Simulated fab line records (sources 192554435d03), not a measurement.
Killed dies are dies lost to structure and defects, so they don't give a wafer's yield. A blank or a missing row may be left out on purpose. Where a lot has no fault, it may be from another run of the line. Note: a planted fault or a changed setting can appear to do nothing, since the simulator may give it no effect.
Chamber matching | flow n5Finfet | N5_BEOL_M11_VIA_ETCH_34 on rieDiel-04 has 4 sister chambers
The step etches SiCOH lowk in C4F6/O2, target depth 184.5 nm, time 69.2 s. 8 wafers are shown with their chamber, then 7 later ones without.

## EACH WAFER AND ITS CHAMBER
wafer  | chamber | showerheadPlenumPTorr (Torr) | drypumpMotorCurrentA (A)
L208.2 | 0       | 2.92                         | 5.6
L208.4 | 0       | 2.92                         | 5.6
L212.2 | 3       | 2.91                         | 5.9
L212.6 | 2       | 2.75                         | 6.2
L210.1 | 3       | 2.91                         | 5.9
L210.3 | 2       | 2.75                         | 6.2
L210.4 | 1       | 2.91                         | 6.2
L213.4 | 1       | 2.90                         | 6.3

## WAFERS WITH NO CHAMBER GIVEN
wafer  | showerheadPlenumPTorr (Torr) | drypumpMotorCurrentA (A)
L213.5 | 2.91                         | 5.9
L215.2 | 2.91                         | 5.9
L215.4 | 2.75                         | 6.2
L215.5 | 2.92                         | 5.6
L222.2 | 2.89                         | 6.3
L222.3 | 2.90                         | 5.9
L222.4 | 2.74                         | 6.2

## CHAMBER TAKEN BY EACH
wafer  | from the rows above | in truth
L213.5 | 3                   | 3
L215.2 | 3                   | 3
L215.4 | 2                   | 2
L215.5 | 0                   | 0
L222.2 | 1                   | 1
L222.3 | 3                   | 3
L222.4 | 2                   | 2
Placed correctly: 7 of 7. Not placeable from these rows: 0. Number placed wrongly: 0.
How it was worked out, from the rows above alone: a wafer's distance from a chamber is the root of the sum, over the readings, of the square of ((its reading less the chamber's mean) divided by the reading's scatter). The wafer belongs to the nearest chamber; if the next one is less than 2 further off, it can't be placed. Each chamber's mean is taken over the wafers shown for it. The scatter is the square root of a quotient: the sum, over the shown wafers, of each reading's squared deviation from its chamber's mean, divided by wafers minus chambers.
